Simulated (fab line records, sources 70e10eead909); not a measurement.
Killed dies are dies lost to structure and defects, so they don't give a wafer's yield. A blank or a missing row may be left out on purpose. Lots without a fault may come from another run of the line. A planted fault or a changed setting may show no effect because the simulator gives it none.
Which tool did it? | flow nand harc | 36 wafers from 12 lots sampled at 5 of the route's 1302 steps

## WHAT THE GAUGES SHOWED, per wafer
NHARC_END_SORT_01.
lot  | measured     | on        | killed at array | killed at other | killed at periphery | killed dies | killed open | killed short
L108 | day 29 06:17 | prober-02 | 25 30 37        | 2 1 3           | 12 8 7              | 39 39 47    | 3 2 6       | 2 2 1
L113 | day 31 22:09 | prober-02 | 52 75 61        | 0 1 1           | 3 3 1               | 55 79 63    | 3 2 6       | 0 1 1

## WHICH TOOL RAN EACH LOT (tool, then ch and the chambers of the sampled wafers, then the start)
lot  | NHARC_A_CHANNEL_HOLE_D1_ETCH_23  | NHARC_A_CHANNEL_HOLE_D1_ETCH_24  | NHARC_A_CHANNEL_FILL_D1_ALD_16   | NHARC_A_CHANNEL_FILL_D1_ETCHBACK_08
L997 | har etch-02 ch 0,1, day 9 04:10  | har etch-02 ch 0,1, day 9 04:52  | ald hk-01 ch 1,2,3, day 9 20:40  | rie diel-06 ch 2,3, no start
L999 | har etch-02 ch 1, day 9 19:11    | har etch-02 ch 1, day 9 19:53    | ald hk-02 ch 1,2,3, day 10 11:55 | rie diel-07 ch 1,3, no start
L100 | har etch-01 ch 1, day 10 06:10   | har etch-01 ch 1, day 10 06:53   | ald hk-04 ch 1,2,3, day 10 22:52 | rie diel-06 ch 1,3, no start
L106 | har etch-01 ch 0,1, day 13 02:38 | har etch-01 ch 0,1, day 13 03:23 | ald hk-02 ch 0,1, day 13 18:58   | rie diel-07 ch 0,2,3, no start
L107 | har etch-02 ch 0,1, day 13 04:21 | har etch-02 ch 0,1, day 13 05:03 | ald hk-04 ch 0,2,3, day 13 19:02 | rie diel-06 ch 0,1,2, no start
L108 | har etch-01 ch 0,1, day 13 18:20 | har etch-01 ch 0,1, day 13 19:02 | ald hk-04 ch 0,1,2, day 14 10:10 | rie diel-03 ch 2,3, day 29 06:17 or earlier
L113 | har etch-02 ch 0,1, day 15 22:59 | har etch-02 ch 0,1, day 15 23:42 | ald hk-04 ch 0,1,3, day 16 15:49 | rie diel-07 ch 2,3, day 31 22:09 or earlier
L114 | har etch-02 ch 0,1, day 16 07:10 | har etch-02 ch 0,1, day 16 07:52 | ald hk-02 ch 1,2,3, day 16 23:57 | rie diel-07 ch 1,3, no start
L115 | har etch-02 ch 0,1, day 16 13:44 | har etch-02 ch 0,1, day 16 14:26 | ald hk-02 ch 0,2,3, day 17 06:22 | rie diel-03 ch 0,1,2, no start
L116 | har etch-01 ch 0,1, day 17 11:58 | har etch-01 ch 0,1, day 17 12:40 | ald hk-01 ch 0,1,3, day 18 04:43 | rie diel-07 ch 0,1,3, no start
L118 | har etch-01 ch 0,1, day 17 21:42 | har etch-01 ch 0,1, day 17 22:24 | ald hk-04 ch 0,1,3, day 18 14:25 | rie diel-07 ch 0,1,2, no start
L119 | har etch-01 ch 0,1, day 18 14:05 | har etch-01 ch 0,1, day 18 14:48 | ald hk-02 ch 0,3, day 19 06:58   | rie diel-06 ch 0,3, no start
- NHARC_A_CHANNEL_HOLE_D1_ETCH_23: etches the open film in C4F8/O2/Ar, time 819 s, target depth 1600 nm.
- NHARC_A_CHANNEL_HOLE_D1_ETCH_24: etches the open film in C4F8/O2/Ar, time 906.2 s, target depth 1500 nm.
- NHARC_A_CHANNEL_FILL_D1_ALD_16: deposits SiO2, target thk 1.5 nm, pulse time 10 s, ald cycles 15.
- NHARC_A_CHANNEL_FILL_D1_ETCHBACK_08: etches the open film in C4F8, target depth 220 nm, time 110 s.

## AS READ BY THE TOOLS THEMSELVES (means over the sampled wafers that have a number; for cases with no such wafer, the mark the record gives instead)
NHARC_A_CHANNEL_HOLE_D1_ETCH_23.
lot  | tool        | drypump motor current A (A) | showerhead plenum p Torr (Torr) | throttle valve pct (%)
L997 | har etch-02 | 5.76                        | 3.51                            | 32.152
L999 | har etch-02 | 5.58                        | 3.48                            | 32.148
L100 | har etch-01 | 5.51                        | 3.50                            | 32.157
L106 | har etch-01 | 5.44                        | 3.49                            | 32.155
L107 | har etch-02 | 5.75                        | 3.49                            | 32.160
L108 | har etch-01 | 5.42                        | 3.49                            | 32.153
L113 | har etch-02 | 5.92                        | 3.49                            | 32.160
L114 | har etch-02 | 5.75                        | 3.46                            | 32.161
L115 | har etch-02 | 5.74                        | 3.46                            | 32.155
L116 | har etch-01 | 5.36                        | 3.47                            | 32.151
L118 | har etch-01 | 5.37                        | 3.47                            | 32.161
L119 | har etch-01 | 5.44                        | 3.45                            | 32.157

NHARC_A_CHANNEL_HOLE_D1_ETCH_24.
lot  | tool        | drypump motor current A (A) | showerhead plenum p Torr (Torr) | throttle valve pct (%)
L997 | har etch-02 | 5.75                        | 3.51                            | 32.230
L999 | har etch-02 | 5.59                        | 3.47                            | 32.237
L100 | har etch-01 | 5.51                        | 3.49                            | 32.234
L106 | har etch-01 | 5.44                        | 3.49                            | 32.232
L107 | har etch-02 | 5.75                        | 3.48                            | 32.234
L108 | har etch-01 | 5.45                        | 3.48                            | 32.237
L113 | har etch-02 | 5.92                        | 3.49                            | 32.237
L114 | har etch-02 | 5.74                        | 3.46                            | 32.235
L115 | har etch-02 | 5.75                        | 3.45                            | 32.231
L116 | har etch-01 | 5.36                        | 3.47                            | 32.235
L118 | har etch-01 | 5.35                        | 3.47                            | 32.239
L119 | har etch-01 | 5.46                        | 3.44                            | 32.231

NHARC_A_CHANNEL_FILL_D1_ALD_16.
lot  | tool      | heater power w (W) | precursor pulse height rel
L997 | ald hk-01 | 407                | 0.993
L999 | ald hk-02 | 486                | 1.016
L100 | ald hk-04 | 479                | 1.002
L106 | ald hk-02 | 452                | 1.003
L107 | ald hk-04 | 466                | 1.005
L108 | ald hk-04 | 475                | 0.990
L113 | ald hk-04 | 504                | 1.007
L114 | ald hk-02 | 460                | 1.029
L115 | ald hk-02 | 418                | 1.019
L116 | ald hk-01 | 418                | 0.996
L118 | ald hk-04 | 504                | 1.000
L119 | ald hk-02 | 438                | 1.011

NHARC_A_CHANNEL_FILL_D1_ETCHBACK_08.
lot  | tool        | oes product au (a.u.) | rf fwd power W (W) | rf vpp V (V)
L997 | rie diel-06 | 0.93                  | 596.7              | 442.3
L999 | rie diel-07 | 0.92                  | 595.7              | 443.5
L100 | rie diel-06 | 0.90                  | 593.8              | 442.0
L106 | rie diel-07 | 1.00                  | 595.5              | 442.9
L107 | rie diel-06 | 1.00                  | 599.9              | 442.5
L108 | rie diel-03 | 1.00                  | 595.8              | 443.4
L113 | rie diel-07 | 0.96                  | 595.2              | 445.0
L114 | rie diel-07 | 0.95                  | 597.5              | 442.7
L115 | rie diel-03 | 0.93                  | 597.9              | 443.5
L116 | rie diel-07 | 1.01                  | 596.4              | 443.4
L118 | rie diel-07 | 0.93                  | 598.2              | 443.0
L119 | rie diel-06 | 0.92                  | 600.3              | 442.1

## THE ANSWER, worked out from the rows above alone
Rule: the usual values come from the lots themselves. The widest of any qualifying gaps counts: lots, ordered by their means at a reading, are off when they make up no more than a third of the lots, leave a main group of 4 or more, and stand apart from it by 3 or more times the standard deviation of that group's means. A main group is skipped when, at the precision printed for the reading in the tables above, its means are all equal. A lot without any number at a reading at which 4 lots or more have one is off too. The other lots that the step has rows for count as sound. First the gauges in route order, then the tools' own readings, where a lot's mean is used as printed above. The first step at which some lot is off is used, and at that step the reading that is off furthest; a lot without a number counts as furthest.
No lot is off on any of the readings shown, so nothing can be concluded from this.

## WHAT HAD BEEN PUT IN BY THE SIMULATOR
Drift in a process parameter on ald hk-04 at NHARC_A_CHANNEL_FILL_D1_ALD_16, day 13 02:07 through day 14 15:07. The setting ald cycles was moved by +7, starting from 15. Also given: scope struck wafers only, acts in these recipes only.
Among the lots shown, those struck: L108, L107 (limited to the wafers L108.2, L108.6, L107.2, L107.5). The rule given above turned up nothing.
